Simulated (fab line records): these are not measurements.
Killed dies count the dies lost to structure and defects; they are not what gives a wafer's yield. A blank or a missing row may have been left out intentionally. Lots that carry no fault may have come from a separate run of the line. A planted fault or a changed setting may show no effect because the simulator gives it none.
Matching of chambers || flow nandHarc || aldHk-04 running NHARC_A_STAIRCASE_ALD_415: 4 sister chambers
The step deposits SiO2, target thk 30 nm, pulse time 6 s, ald cycles 300. 14 wafers are shown with their chamber, then 7 later ones without.

## WAFERS PAIRED WITH THEIR CHAMBERS
{"wafer": "L380.1", "chamber": 1, "heaterPowerW (W)": 438, "precursorPulseHeightRel": 0.996}
{"wafer": "L380.2", "chamber": 2, "heaterPowerW (W)": 412, "precursorPulseHeightRel": 0.996}
{"wafer": "L380.5", "chamber": 0, "heaterPowerW (W)": 483, "precursorPulseHeightRel": 0.985}
{"wafer": "L382.1", "chamber": 1, "heaterPowerW (W)": 443, "precursorPulseHeightRel": 0.987}
{"wafer": "L382.5", "chamber": 1, "heaterPowerW (W)": 435, "precursorPulseHeightRel": 0.976}
{"wafer": "L382.6", "chamber": 2, "heaterPowerW (W)": 413, "precursorPulseHeightRel": 1.026}
{"wafer": "L381.1", "chamber": 0, "heaterPowerW (W)": 481, "precursorPulseHeightRel": 1.003}
{"wafer": "L381.2", "chamber": 2, "heaterPowerW (W)": 420, "precursorPulseHeightRel": 1.014}
{"wafer": "L381.4", "chamber": 3, "heaterPowerW (W)": 464, "precursorPulseHeightRel": 1.003}
{"wafer": "L385.1", "chamber": 2, "heaterPowerW (W)": 418, "precursorPulseHeightRel": 1.000}
{"wafer": "L385.4", "chamber": 3, "heaterPowerW (W)": 471, "precursorPulseHeightRel": 1.006}
{"wafer": "L385.6", "chamber": 0, "heaterPowerW (W)": 474, "precursorPulseHeightRel": 0.979}
{"wafer": "L388.2", "chamber": 0, "heaterPowerW (W)": 488, "precursorPulseHeightRel": 1.001}
{"wafer": "L388.3", "chamber": 2, "heaterPowerW (W)": 415, "precursorPulseHeightRel": 0.960}

SIGNATURES (means of the wafers above)
{"reading": "heaterPowerW", "chamber 0": 481.50, "chamber 1": 438.67, "chamber 2": 415.60, "chamber 3": 467.50, "scatter within a chamber": 4.51}
{"reading": "precursorPulseHeightRel", "chamber 0": 0.99200, "chamber 1": 0.98633, "chamber 2": 0.99920, "chamber 3": 1.00450, "scatter within a chamber": 0.0176}
Rule: a wafer's distance from a chamber is the root of the sum, over the readings, of the square of ((its reading less the chamber's mean) divided by the reading's scatter). If the next closest chamber is less than 2 further off than the closest, the wafer can't be placed; otherwise it belongs to the closest. How the scatter is found: for the shown wafers, subtract from each reading the mean of its chamber, square and add these, divide the total by (wafers less chambers), then take the root.

## WAFERS MISSING THEIR CHAMBER
{"wafer": "L388.5", "heaterPowerW (W)": 486, "precursorPulseHeightRel": 1.023}
{"wafer": "L391.2", "heaterPowerW (W)": 398, "precursorPulseHeightRel": 0.986}
{"wafer": "L391.3", "heaterPowerW (W)": 438, "precursorPulseHeightRel": 0.994}
{"wafer": "L391.6", "heaterPowerW (W)": 403, "precursorPulseHeightRel": 0.996}
{"wafer": "L394.3", "heaterPowerW (W)": 475, "precursorPulseHeightRel": 0.981}
{"wafer": "L394.5", "heaterPowerW (W)": 443, "precursorPulseHeightRel": 0.997}
{"wafer": "L394.6", "heaterPowerW (W)": 474, "precursorPulseHeightRel": 0.977}

## THE CHAMBER EACH PASSED THROUGH
{"wafer": "L388.5", "from the rows above": 0, "in truth": 0}
{"wafer": "L391.2", "from the rows above": 2, "in truth": 2}
{"wafer": "L391.3", "from the rows above": 1, "in truth": 1}
{"wafer": "L391.6", "from the rows above": 2, "in truth": 2}
{"wafer": "L394.3", "from the rows above": "can't be placed: 0 or 3", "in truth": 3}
{"wafer": "L394.5", "from the rows above": 1, "in truth": 1}
{"wafer": "L394.6", "from the rows above": "can't be placed: 0 or 3", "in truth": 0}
Placed correctly: 5 of 7. Can't be placed from these rows: 2 (the true chamber is among the candidates in 2). Number placed wrongly: 0.
